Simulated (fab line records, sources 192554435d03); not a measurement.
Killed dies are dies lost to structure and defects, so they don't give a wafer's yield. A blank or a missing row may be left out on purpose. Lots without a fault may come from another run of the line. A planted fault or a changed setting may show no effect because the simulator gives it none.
Chamber matching | flow n5_finfet | N5_SDB_ETCH_17 on rie_diel-02: 4 sister chambers
The step etches SiARC in CF4, target depth 23.4 nm, time 39 s. 4 wafers are shown with their chamber, then 12 later ones without.

WAFERS WITH THEIR CHAMBER
wafer  | chamber | showerhead_plenum_p_Torr (Torr)
L088.5 | 0       | 2.28
L091.2 | 1       | 2.10
L091.3 | 3       | 2.24
L091.4 | 2       | 2.04

WAFERS WITHOUT THEIR CHAMBER
wafer  | showerhead_plenum_p_Torr (Torr)
L092.2 | 2.04
L092.5 | 2.04
L092.6 | 2.24
L093.1 | 2.04
L093.3 | 2.24
L093.4 | 2.27
L094.1 | 2.27
L094.4 | 2.24
L094.6 | 2.27
L095.1 | 2.27
L095.4 | 2.09
L095.6 | 2.04

WHICH CHAMBER EACH WENT THROUGH
wafer  | from the rows above | in truth
L092.2 | 2                   | 2
L092.5 | 2                   | 2
L092.6 | 3                   | 3
L093.1 | 2                   | 2
L093.3 | 3                   | 3
L093.4 | 0                   | 0
L094.1 | 0                   | 0
L094.4 | 3                   | 3
L094.6 | 0                   | 0
L095.1 | 0                   | 0
L095.4 | 1                   | 1
L095.6 | 2                   | 2
Placed correctly: 12 of 12. Can't be placed from these rows: 0. Placed wrongly: 0.
How it was worked out, from the rows above alone: a wafer's distance from a chamber is the root of the sum, over the readings, of the square of ((its reading less the chamber's mean) divided by the reading's scatter). The wafer belongs to the nearest chamber; if the next one is less than 2 further off, it can't be placed. A chamber's mean is the mean of its shown wafers. The scatter: with one shown wafer a chamber, the root of the mean of the squares of how far each hidden wafer lies from its nearest shown one.
